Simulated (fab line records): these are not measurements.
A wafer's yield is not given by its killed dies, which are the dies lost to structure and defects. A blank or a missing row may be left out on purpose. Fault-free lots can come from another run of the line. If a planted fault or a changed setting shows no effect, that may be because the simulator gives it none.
fab line records -- flow nandHarc
record: lots: 4, wafers: 12, lastDay: 26
route steps=1159 shown A_CHANNEL_HOLE_D1@450 END@1159
lots that met no fault: from a run of the same line without faults
startH: hours from the record's first day to the start of the lot's first wafer shown -- waitH: hours since the lot's step before -- " same as the row above -- L1.1+2: one row covering several wafers at once -- - no value present, or no start provided -- * or withheld: withheld -- < > ~ a bound
route shown NAME@n: names a module that has steps shown in the file, with the first one's number in the route -- usual: mean/standard deviation of fault-free wafers -- same: alike in all rows -- chamber/n: place in a boat -- sites: the reading at each site -- _std_site: the values' standard deviation -- _edge_site: the outer-site mean with the inner-site mean subtracted -- radiusMm: for every site, how far away it sits from the centre of the wafer -- mask NAME#n: copy n -- behind: tool/chamber where the wafer was last shaped -- hold: why the lot was held/for how many hours/how that ended -- device: names the non-switching transistor (n, p or np) -- end of line: the tests these same wafers got at the end of their route -- a step given without rows: its recipe and nothing more -- killed: dies lost to structure and defects at the first sort, not the wafer's yield -- map: per-die view of a wafer (x killed, . not killed, _ where there is no die)
set.NAME: the setting as run; set.NAME@STEP: as run at that earlier step -- model.NAME: the simulator's own value behind a step, which no gauge read
lots seen at some steps along the route; tables by step, rows by wafer
services: a tool's chamber out of use, with start hour (startH, from the record's first day; less than 0 if before it), hours out, and reason
== steps ==
step: NHARC_A_CHANNEL_HOLE_D1_DEP_00
recipe: targetThkA: 31000, tempC: 400, material: aC
step: NHARC_A_CHANNEL_HOLE_D1_DEP_01
recipe: targetThkA: 1400, targetThkNm: 140, tempC: 400, pressureTorr: 3.5, flowSccm: 200, rfW: 350, material: SiON
step: NHARC_A_CHANNEL_HOLE_D1_DEHYDRATE_02
recipe: tempC: 150, timeS: 120
step: NHARC_A_CHANNEL_HOLE_D1_HMDS_03
recipe: timeS: 30
step: NHARC_A_CHANNEL_HOLE_D1_COAT_36
recipe: tempC: 260, timeS: 75
step: NHARC_A_CHANNEL_HOLE_D1_COAT_37
recipe: tempC: 225, timeS: 65
step: NHARC_A_CHANNEL_HOLE_D1_COAT_04
recipe: spinRpm: 1500, resistThkNm: 90
step: NHARC_A_CHANNEL_HOLE_D1_SOFTBAKE_05
recipe: tempC: 105, timeS: 55
step: NHARC_A_CHANNEL_HOLE_D1_EBR_06
step: NHARC_A_CHANNEL_HOLE_D1_EXPOSE_07
recipe: na: 1.35, targetCdNm: 100, sigmaOuter: 0.3, doseMj: 59.65, maskId: HOLE_D1
step: NHARC_A_CHANNEL_HOLE_D1_PEB_08
recipe: pebTempC: 100, pebTimeS: 65
usual: heaterPowerTotalW: 156.6/0.43, plateTempC: 99.99/0.13
same: pebTimeS: 65
lot.wafer,tool,chamber,startH,waitH,heaterPowerTotalW,plateTempC
L235.1,lithoTrack-06,0,203.57,0.1,156.1,100.19
L235.5,lithoTrack-06,0,203.57,0.1,156.7,100.13
L235.6,lithoTrack-06,0,203.57,0.1,156.5,99.96
L240.2,lithoTrack-06,0,238.38,0.1,182.5,111.92
L240.4,lithoTrack-06,0,238.38,0.1,182.4,111.85
L240.5,lithoTrack-06,0,238.38,0.1,181.9,111.73
L241.1,lithoTrack-06,0,249.93,0.1,181.9,111.91
L241.2,lithoTrack-06,0,249.93,0.1,182.0,111.67
L241.5,lithoTrack-06,0,249.93,0.1,182.6,111.93
L252.1,lithoTrack-04,0,305.26,0.1,156.1,100.01
L252.2,lithoTrack-04,0,305.26,0.1,156.8,99.95
L252.4,lithoTrack-04,0,305.26,0.1,157.1,99.96
step: NHARC_A_CHANNEL_HOLE_D1_DEVELOP_09
recipe: developTimeS: 35, devTempC: 23
step: NHARC_A_CHANNEL_HOLE_D1_CD_MEAS_10
recipe: targetCdNm: 100, landingEnergyEv: 500
usual: cdNm: 99.8/0.61
lot.wafer,tool,chamber,startH,waitH,cdNm
L235.1,cdSem-02,0,203.65,-,99.7
L235.5,cdSem-02,0,203.65,-,100.6
L235.6,cdSem-02,0,203.65,-,99.2
L240.2,cdSem-03,0,238.46,-,125.6
L240.4,cdSem-03,0,238.46,-,126.2
L240.5,cdSem-03,0,238.46,-,125.6
L241.1,cdSem-03,0,250.01,-,120.3
L241.2,cdSem-03,0,250.01,-,120.2
L241.5,cdSem-03,0,250.01,-,120.6
L252.1,cdSem-01,0,305.34,-,99.4
L252.2,cdSem-01,0,305.34,-,100.0
L252.4,cdSem-01,0,305.34,-,99.9
step: NHARC_A_CHANNEL_HOLE_D1_DESCUM_15
recipe: timeS: 3, o2FlowSccm: 200, arFlowSccm: 0, biasPowerW: 0, chemistry: O2
usual: drypumpMotorCurrentA: 5.9/0.5, mfcArSccm: 0.004/0.0091, oesProductAu: 0.995/0.013, rfVppV: 58.0/0.83, showerheadPlenumPTorr: 1.96/0.08, throttleValvePct: 11.311/0.0091
lot.wafer,tool,chamber,startH,waitH,drypumpMotorCurrentA,mfcArSccm,oesProductAu,rfHoursCounterH,rfVppV,showerheadPlenumPTorr,throttleValvePct,model.A_CHANNEL_HOLE_D1.cdNm
L235.1,rieDiel-06,2,203.86,0.1,5.6,0.002,0.990,9,58.1,1.92,11.315,100.9
L235.5,rieDiel-06,3,203.86,0.1,6.0,0.005,0.986,-,57.1,1.78,11.316,101.9
L235.6,rieDiel-06,0,203.86,0.1,6.4,0.012,0.994,-,56.9,1.95,11.306,99.45
L240.4,rieDiel-05,2,238.64,0.1,6.3,0,1.011,2,58.6,1.98,11.312,126.7
L240.2,rieDiel-05,1,238.64,0.1,6.3,0.007,1.016,2,58.1,2.03,11.310,126
L240.5,rieDiel-05,2,238.64,0.1,6.3,0,1.007,-,57.8,1.98,11.306,125.6
L241.2,rieDiel-09,2,250.21,0.1,6.2,0,0.988,11,57.4,2.02,11.320,120.7
L241.1,rieDiel-09,3,250.21,0.1,5.5,0,1.009,11,58.2,2.02,11.321,120.5
L241.5,rieDiel-09,0,250.21,0.1,5.3,0,0.996,-,58.4,2.00,11.307,119.5
L252.1,rieDiel-05,0,305.53,0.1,5.6,0.033,1.000,7,57.3,1.81,11.314,99.38
L252.2,rieDiel-05,2,305.53,0.1,6.3,0,1.008,8,57.8,1.98,11.321,100.3
L252.4,rieDiel-05,2,305.53,0.1,6.3,0,0.993,-,59.2,1.98,11.303,100.1
step: NHARC_A_CHANNEL_HOLE_D1_ETCH_38
recipe: targetDepthA: 390, overEtchFrac: 0.3, timeS: 65, ionEnergyEv: 80, cf4FlowSccm: 150, arFlowSccm: 0, rfW: 300, biasW: 100, chemistry: CF4
step: NHARC_A_CHANNEL_HOLE_D1_ETCH_39
recipe: targetDepthA: 2600, overEtchFrac: 0.3, timeS: 325, ionEnergyEv: 200, n2FlowSccm: 150, h2FlowSccm: 150, arFlowSccm: 0, rfW: 400, biasW: 150, chemistry: N2/H2
step: NHARC_A_CHANNEL_HOLE_D1_ETCH_34
recipe: targetDepthA: 1540, timeS: 77, cf4FlowSccm: 100, chf3FlowSccm: 30, arFlowSccm: 0, rfW: 500, biasW: 200, chemistry: CF4/CHF3
step: NHARC_A_CHANNEL_HOLE_D1_ETCH_16
recipe: targetDepthA: 31000, overEtchFrac: 0.3, timeS: 806, ionEnergyEv: 150, o2FlowSccm: 400, cosFlowSccm: 20, arFlowSccm: 0, rfW: 500, biasW: 300, chemistry: O2/COS
step: NHARC_A_CHANNEL_HOLE_D1_CD_MEAS_18
usual: cdNm: 99/3.1
lot.wafer,tool,chamber,startH,waitH,cdNm
L235.1,cdSem-01,-,204.95,-,101
L235.5,cdSem-01,-,204.95,-,93
L235.6,cdSem-01,-,204.95,-,99
L240.2,cdSem-01,-,239.76,-,126
L240.4,cdSem-01,-,239.76,-,125
L240.5,cdSem-01,-,239.76,-,123
L241.1,cdSem-03,-,251.30,-,119
L241.2,cdSem-03,-,251.30,-,116
L241.5,cdSem-03,-,251.30,-,118
L252.1,cdSem-01,-,306.85,-,99
L252.2,cdSem-01,-,306.85,-,93
L252.4,cdSem-01,-,306.85,-,95
step: NHARC_A_CHANNEL_HOLE_D1_ETCH_19
recipe: biasV: 1200, sourceW: 2500, pressureMtorr: 15, timeS: 34.5, arFlowSccm: 375, c4f8FlowSccm: 28.8, o2FlowSccm: 96.2, tempC: -20, targetDepthA: *, chemistry: C4F8/O2/Ar
step: NHARC_A_CHANNEL_HOLE_D1_ETCH_20
recipe: biasV: 3000, sourceW: withheld, pressureMtorr: 20, timeS: 361.9, arFlowSccm: 375, c4f8FlowSccm: 89.3, o2FlowSccm: 35.7, tempC: -20, targetDepthA: 16000, chemistry: C4F8/O2/Ar
step: NHARC_A_CHANNEL_HOLE_D1_ETCH_21
recipe: biasV: 3000, sourceW: withheld, pressureMtorr: 20, timeS: 514.3, arFlowSccm: 375, c4f8FlowSccm: 89.3, o2FlowSccm: 35.7, tempC: -20, targetDepthA: 16000, chemistry: C4F8/O2/Ar
step: NHARC_A_CHANNEL_HOLE_D1_ETCH_22
recipe: biasV: 3000, sourceW: withheld, pressureMtorr: 20, timeS: 666.7, arFlowSccm: 375, c4f8FlowSccm: 89.3, o2FlowSccm: 35.7, tempC: -20, targetDepthA: 16000, chemistry: C4F8/O2/Ar
step: NHARC_A_CHANNEL_HOLE_D1_ETCH_23
recipe: biasV: 5000, sourceW: withheld, pressureMtorr: 20, timeS: 819, arFlowSccm: 375, c4f8FlowSccm: 89.3, o2FlowSccm: 35.7, tempC: -20, targetDepthA: 16000, chemistry: C4F8/O2/Ar
step: NHARC_A_CHANNEL_HOLE_D1_ETCH_24
recipe: biasV: 5000, sourceW: withheld, pressureMtorr: 20, timeS: 906.2, arFlowSccm: 375, c4f8FlowSccm: 93.8, o2FlowSccm: 31.2, tempC: -20, targetDepthA: 15000, chemistry: C4F8/O2/Ar
step: NHARC_A_CHANNEL_HOLE_D1_ETCH_25
recipe: biasV: 5000, sourceW: withheld, pressureMtorr: 20, timeS: 1040.2, arFlowSccm: 375, c4f8FlowSccm: 93.8, o2FlowSccm: 31.2, tempC: -20, targetDepthA: 15000, chemistry: C4F8/O2/Ar
step: NHARC_A_CHANNEL_HOLE_D1_ETCH_26
recipe: biasV: 300, sourceW: 2000, pressureMtorr: 30, timeS: 224.1, arFlowSccm: 375, c4f8FlowSccm: 11.4, o2FlowSccm: 113.6, tempC: -20, targetDepthA: 3000, chemistry: C4F8/O2/Ar
step: NHARC_A_CHANNEL_HOLE_D1_ETCH_33
recipe: biasV: 400, sourceW: 2000, pressureMtorr: 25, timeS: 90, arFlowSccm: 375, c4f8FlowSccm: 41.7, o2FlowSccm: 83.3, tempC: -20, targetDepthA: 4000, chemistry: C4F8/O2/Ar
step: NHARC_A_CHANNEL_HOLE_D1_STRIP_41
recipe: n2FlowSccm: 150, h2FlowSccm: 150, arFlowSccm: 0, biasW: 0, chemistry: N2/H2
step: NHARC_A_CHANNEL_HOLE_D1_STRIP_42
recipe: cf4FlowSccm: 100, chf3FlowSccm: 30, arFlowSccm: 0, biasW: 0, chemistry: CF4/CHF3
step: NHARC_A_CHANNEL_HOLE_D1_STRIP_43
recipe: o2FlowSccm: 400, cosFlowSccm: 20, arFlowSccm: 0, biasW: 0, chemistry: O2/COS
step: NHARC_A_CHANNEL_HOLE_D1_ETCH_44
recipe: targetDepthA: 1400, overetchA: 140, timeS: 77, ionEnergyEv: 100, cf4FlowSccm: 80, o2FlowSccm: 20, arFlowSccm: 0, rfW: 300, biasW: 100, chemistry: CF4/O2
usual: drypumpMotorCurrentA: 5.9/0.49, mfcArSccm: 0.008/0.011, oesProductAu: 0.998/0.012, rfVppV: 198.2/1.5, showerheadPlenumPTorr: 1.35/0.061, throttleValvePct: 13.397/0.0093
lot.wafer,tool,chamber,startH,waitH,drypumpMotorCurrentA,mfcArSccm,oesProductAu,rfHoursCounterH,rfVppV,showerheadPlenumPTorr,throttleValvePct,model.A_CHANNEL_HOLE_D1.cdNm
L235.1,rieDiel-09,1,210.09,0.1,6.6,0,0.984,8,198.2,1.38,13.401,90.88
L235.6,rieDiel-09,0,210.09,0.1,5.3,0,0.981,-,199.5,1.39,13.404,90.86
L235.5,rieDiel-09,1,210.09,0.1,6.5,0,0.983,-,198.4,1.38,13.398,93
L240.2,rieDiel-09,0,244.57,0.1,5.3,0,0.991,11,200.0,1.39,13.405,115.6
L240.4,rieDiel-09,2,244.57,0.1,6.2,0,0.986,10,199.3,1.41,13.395,116.5
L240.5,rieDiel-09,3,244.57,0.1,5.5,0,1.003,-,199.5,1.41,13.408,116.5
L241.1,rieDiel-06,1,259.05,0.1,5.9,0.024,1.002,0,195.7,1.25,13.402,110.1
L241.2,rieDiel-06,2,259.05,0.1,5.6,0.002,0.998,0,197.0,1.34,13.389,110.9
L241.5,rieDiel-06,1,259.05,0.1,5.9,0.024,1.003,-,195.4,1.25,13.416,109.4
L252.1,rieDiel-09,2,312.11,0.5,6.2,0,0.983,4,200.4,1.41,13.389,90.25
L252.2,rieDiel-09,3,312.11,0.5,5.5,0,0.992,3,198.8,1.41,13.395,92.07
L252.4,rieDiel-09,1,312.11,0.5,6.5,0,1.003,3,199.1,1.38,13.384,91.58
step: NHARC_A_CHANNEL_HOLE_D1_STRIP_27
recipe: o2FlowSccm: 500, arFlowSccm: 0, biasW: 0, chemistry: O2
step: NHARC_A_CHANNEL_HOLE_D1_PRECLEAN_28
recipe: timeS: *, tempC: 50, bathAgeMin: 0, chemistry: SC1
step: NHARC_A_CHANNEL_HOLE_D1_SRD_29
step: NHARC_A_CHANNEL_HOLE_D1_CD_MEAS_30
usual: cdNm: 90.5/1.5
lot.wafer,tool,chamber,startH,waitH,cdNm
L235.1,cdSem-01,-,211.23,-,91.0
L235.5,cdSem-01,-,211.23,-,92.7
L235.6,cdSem-01,-,211.23,-,91.1
L240.2,cdSem-03,-,245.37,-,114.8
L240.4,cdSem-03,-,245.37,-,116.0
L240.5,cdSem-03,-,245.37,-,116.7
L241.1,cdSem-02,-,259.88,0.1,109.8
L241.2,cdSem-02,-,259.88,0.1,110.0
L241.5,cdSem-02,-,259.88,0.1,109.2
L252.1,cdSem-01,-,312.91,-,89.7
L252.2,cdSem-01,-,312.91,-,92.4
L252.4,cdSem-01,-,312.91,-,91.7
step: NHARC_A_CHANNEL_HOLE_D1_XSEM_31
recipe: landingEnergyEv: 35000
usual: botCdNm: 75.0/1.5, bowNm: 8.69/0.25, tiltDeg: 0.09/0.05
lot.wafer,tool,chamber,startH,waitH,botCdNm,bowNm,tiltDeg
L235.1,xsem-01,0,211.32,0.1,74.9,8.84,0.10
L235.5,xsem-01,0,211.32,0.1,77.8,8.77,0.10
L235.6,xsem-01,0,211.32,0.1,75.1,8.79,0.10
L240.2,xsem-02,0,245.46,0.1,99.5,8.64,0.10
L240.4,xsem-02,0,245.46,0.1,101.3,8.65,0.10
L240.5,xsem-02,0,245.46,0.1,100.8,8.78,0.10
L241.1,xsem-01,0,259.97,0.1,93.9,8.55,0.09
L241.2,xsem-01,0,259.97,0.1,94.9,8.43,0.09
L241.5,xsem-01,0,259.97,0.1,94.0,8.50,0.09
L252.1,xsem-01,0,313.00,0.1,73.6,8.74,0.02
L252.2,xsem-01,0,313.00,0.1,75.4,8.79,0.02
L252.4,xsem-01,0,313.00,0.1,75.1,8.79,0.02
step: NHARC_END_SORT_01
recipe: tempC: 25
usual: killedAtArray: 27/12, killedAtOther: 0.9/1.1, killedAtPeriphery: 3.2/2.4, killedDies: 31/12, killedOpen: 3.3/1.7, killedShort: 2.0/1.6
same: grossDies: 677
lot.wafer,tool,chamber,startH,waitH,killedAtArray,killedAtOther,killedAtPeriphery,killedDies,killedOpen,killedShort
L240.2,prober-02,0,572.05,2.8,661,2,4,667,0,4
L240.4,prober-02,0,573.65,3.4,672,1,1,674,2,1
L240.5,prober-02,0,574.44,3.7,586,1,6,593,5,1
L241.1,prober-02,0,579.01,2.5,463,0,5,468,4,1
L241.2,prober-02,0,579.82,2.8,163,0,5,168,1,3
L241.5,prober-02,0,582.25,3.7,301,0,1,302,5,0
killed by level:class
L240.2 A_CHANNEL_HOLE_D1:areaPeb=622 A_CHANNEL_HOLE_D1:chamberFilmFlake=14 A_SLIT:chamberFilmFlake=14 A_STAIRCASE:chamberFilmFlake=3 A_WL_FILL:chamberFilmFlake=3 A_CONTACT:chamberFilmFlake=3 THIN_TSV:chamberFilmFlake=2 P_M0:geometricParticle:short=1
L240.4 A_CHANNEL_HOLE_D1:areaPeb=631 A_CHANNEL_HOLE_D1:chamberFilmFlake=16 A_SLIT:chamberFilmFlake=15 A_STAIRCASE:chamberFilmFlake=3 A_CONTACT:chamberFilmFlake=3 A_WL_FILL:geometricParticle:short=1 A_WL_FILL:geometricParticle:open=1 A_CONTACT:geometricParticle:open=1
L240.5 A_CHANNEL_HOLE_D1:areaPeb=547 A_CHANNEL_HOLE_D1:chamberFilmFlake=15 A_SLIT:chamberFilmFlake=12 A_CONTACT:chamberFilmFlake=5 P_ZERO_WELL:chamberFilmFlake=3 A_CONTACT:geometricParticle:open=2 A_STAIRCASE:chamberFilmFlake=2 P_CONTACT:geometricParticle:short=1
L241.1 A_CHANNEL_HOLE_D1:areaPeb=417 A_CHANNEL_HOLE_D1:chamberFilmFlake=20 A_SLIT:chamberFilmFlake=15 A_STAIRCASE:chamberFilmFlake=4 A_CHANNEL_FILL_D1:chamberFilmFlake=2 A_CONTACT:chamberFilmFlake=2 P_CONTACT:geometricParticle:open=1 P_M0:geometricParticle:open=1
L241.2 A_CHANNEL_HOLE_D1:areaPeb=123 A_CHANNEL_HOLE_D1:chamberFilmFlake=19 A_SLIT:chamberFilmFlake=10 A_STAIRCASE:chamberFilmFlake=6 P_GATE:chamberFilmFlake=3 A_ONON_D1:geometricParticle:short=2 P_M1:geometricParticle:open=1 A_CHANNEL_FILL_D1:geometricParticle:short=1
L241.5 A_CHANNEL_HOLE_D1:areaPeb=263 A_CHANNEL_HOLE_D1:chamberFilmFlake=20 A_SLIT:chamberFilmFlake=10 A_STAIRCASE:chamberFilmFlake=4 A_CONTACT:geometricParticle:open=3 P_M1:geometricParticle:open=1 A_M0:geometricParticle:open=1
map L240.4 (x killed, . not)
____________x____________
_________xxxxxxx_________
_______xxxxxxxxxxx_______
______xxxxxxxxxxxxx______
_____.xxxxxxxxxxxxxx_____
____xxxxxxxxxxxxxxxxx____
____xxxxxxxxxxxxxxxxx____
___xxxxxxxxxxxxxxxxxxx___
___xxxxxxxxxxxxxxxxxxx___
__xxxxxxxxxxxxxxxxxxxxx__
__xxxxxxxxxxxxxxxxxxxxx__
_xxxxxxxxxxxxxxxxxxxxxxx_
_xxxxxxxxxxxxxxxxxxxxxxx_
_xxxxxxxxxxxxxxxxxxxxxxx_
_xxxxxxxxxxxxxxxxxxxxxxx_
_xxxxxxxxxxxxxxxxxxxxxxx_
xxxxxxxxxxxxxxxxxxxxxxxxx
xxxxxxxxxxxxxxxxxxxxxxxxx
xxxxxxxxxxxxxxxxxxxxxxxxx
xxxxxxxxxxxxxxxxxxxxxxxxx
.xxxxxxxxxxxxxxxxxxxxxxxx
_xxxxxxxxxxxxxxxxxxxxxxx_
_xxxxxxxxxxxxxxxxxxxxxxx_
_xxxxxxxxxxxxxxxxxxxxxx._
_xxxxxxxxxxxxxxxxxxxxxxx_
_xxxxxxxxxxxxxxxxxxxxxxx_
__xxxxxxxxxxxxxxxxxxxxx__
__xxxxxxxxxxxxxxxxxxxxx__
___xxxxxxxxxxxxxxxxxxx___
___xxxxxxxxxxxxxxxxxxx___
____xxxxxxxxxxxxxxxxx____
____xxxxxxxxxxxxxxxxx____
_____xxxxxxxxxxxxxxx_____
______xxxxxxxxxxxxx______
_______xxxxxxxxxxx_______
_________xxxxxxx_________
____________x____________
map L241.1 (x killed, . not)
____________.____________
_________..x.xx._________
_______..xx....xxx_______
______.x...xxx.x.xx______
_____..xxxxxxx.x.x.._____
____x.xxxxxxxxxxx....____
____x.xxx.xxxx.xx.x..____
___.xx.xxxxxxxxxxx...x___
___x..xxxxxxxxxxx.x.x.___
__..xxxxxxxxxxxx.xxx.x.__
__x..xxxxxxxxxxxxxxxxxx__
_...xxxxxxxxxxxxxxxxx..._
_.xx.xxxxxxxxxxxxxx.x..._
_..xxxxxxxxxxxxxxxxxx.xx_
_.xx.xxxxxxxxxxxxxxxx.x._
_.xxxxxxxxxxxxxxxxxxxxx._
...xxxxxxxxxxxxxxxxx.xx..
....xxxxxxxxxxxxxxxxxx..x
...x.xxxxxxxxxxxxx.xxxxx.
..xxxx.xxxxxxxxxxxxxxx.xx
.x.xxxxxxxxxxxxxxxxxxx...
_x.x.xxxxxxxxxxxxx.xx.x._
_....xxxxxxxxxxxxxx..x.._
_...xxxx.x.xxxxxxxxx.xxx_
_xxx.xxxxxxxxxxx.x.x..x._
_x.x.x.xxxxxx.xxxxxxx.x._
__x.xxxxxxxxxxxxxxxxx..__
__...xxxxxxxxx.xxxx..x.__
___..xxx.xxxxxx..xxx..___
___..xx.xxxxxxx.x...x.___
____..xx.xxxxx..x.x..____
____....xx.xx.x.x....____
_____..xxxx.x....x.._____
______.........x.xx______
_______..........._______
_________xx.x..._________
____________.____________
== services ==
tool,chamber,startH,hours,kind
rieDiel-05,3,180.60,3.5,repair
rieDiel-09,0,184.12,-,clean
rieDiel-09,1,184.12,-,clean
rieDiel-09,2,184.12,-,clean
rieDiel-09,3,184.12,-,clean
rieDiel-09,2,203.33,9.9,repair
rieDiel-09,3,205.37,12.2,repair
rieDiel-09,0,208.62,-,clean
rieDiel-09,1,208.62,-,clean
rieDiel-09,0,233.12,-,clean
rieDiel-09,1,233.12,-,clean
rieDiel-09,2,233.12,-,clean
rieDiel-09,3,233.12,-,clean
rieDiel-06,-,239.30,0.7,repair
rieDiel-06,-,241.20,9.0,pm
rieDiel-05,0,246.01,4.7,repair
rieDiel-09,-,254.10,9.0,pm
rieDiel-09,0,254.10,9.0,ventCycle
rieDiel-09,1,254.10,9.0,ventCycle
rieDiel-09,2,254.10,9.0,ventCycle
rieDiel-05,1,262.10,17.3,repair
lithoTrack-06,-,292.00,7.0,pm
rieDiel-05,1,298.42,10.8,repair
xsem-02,-,302.00,14.0,pm
== key ==
firstSign: step: NHARC_A_CHANNEL_HOLE_D1_PEB_08, reading: plateTempC, direction: up, sigmas: 92, usual: *, struck: *
effect: step: NHARC_A_CHANNEL_HOLE_D1_PEB_08, reading: heaterPowerTotalW, direction: up, sigmas: 60, usual: *, struck: *
effect: step: NHARC_A_CHANNEL_HOLE_D1_CD_MEAS_10, reading: cdNm, direction: up, sigmas: 38, usual: 99.8, struck: 123.1, through: controlLoop
effect: step: NHARC_A_CHANNEL_HOLE_D1_CD_MEAS_18, reading: cdNm, direction: up, sigmas: 7.3, usual: 99, struck: 121, through: controlLoop
effect: step: NHARC_A_CHANNEL_HOLE_D1_CD_MEAS_30, reading: cdNm, direction: up, sigmas: 15, usual: 90.5, struck: 112.8, through: controlLoop
effect: step: NHARC_A_CHANNEL_HOLE_D1_XSEM_31, reading: botCdNm, direction: up, sigmas: 15, usual: 75.0, struck: 97.4, through: controlLoop
effect: step: NHARC_END_SORT_01, reading: killedDies, direction: up, sigmas: 39, usual: 31, struck: 479
modelEffect: step: NHARC_A_CHANNEL_HOLE_D1_DESCUM_15, value: A_CHANNEL_HOLE_D1.cdNm, without: 99.99, struck: 123.1
modelEffect: step: NHARC_A_CHANNEL_HOLE_D1_ETCH_44, value: A_CHANNEL_HOLE_D1.cdNm, without: 90.01, struck: 113.2
moreKillsBornAt: NHARC_A_CHANNEL_HOLE_D1_PEB_08@lithoTrack-06: 2603
metAt NHARC_A_CHANNEL_HOLE_D1_PEB_08
struckWafers L240.2,L240.4,L240.5,L241.1,L241.2,L241.5
laterRowsLeftOut L240.2,L240.4,L240.5,L241.1
testerLeftOut L240,L241
loopTrim: step: NHARC_A_CHANNEL_HOLE_D1_EXPOSE_07, setting: dose, lots: L241
onsetBetween 203.57 238.38
fault: kind: processParameterDrift, tool: lithoTrack-06, chamber: -, onsetH: 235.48, steps: NHARC_A_CHANNEL_HOLE_D1_PEB_08, channel: pebTempC, offset: *, shape: step, endH: 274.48, actsIn: *, stated: *
testerLeftOut: of these lots the tester's yield and bins aren't shown, on N5 and GAA mostly nor the transistor test; their killed dies are dies lost to structure and defects alone, not to doping, threshold or leakage, so they don't give the yield
laterRowsLeftOut: the simulator's readings of these wafers behind a module that went badly wrong aren't trusted and aren't shown, but for the sort
loopTrim: a control loop set the setting to another value than it would have without faults
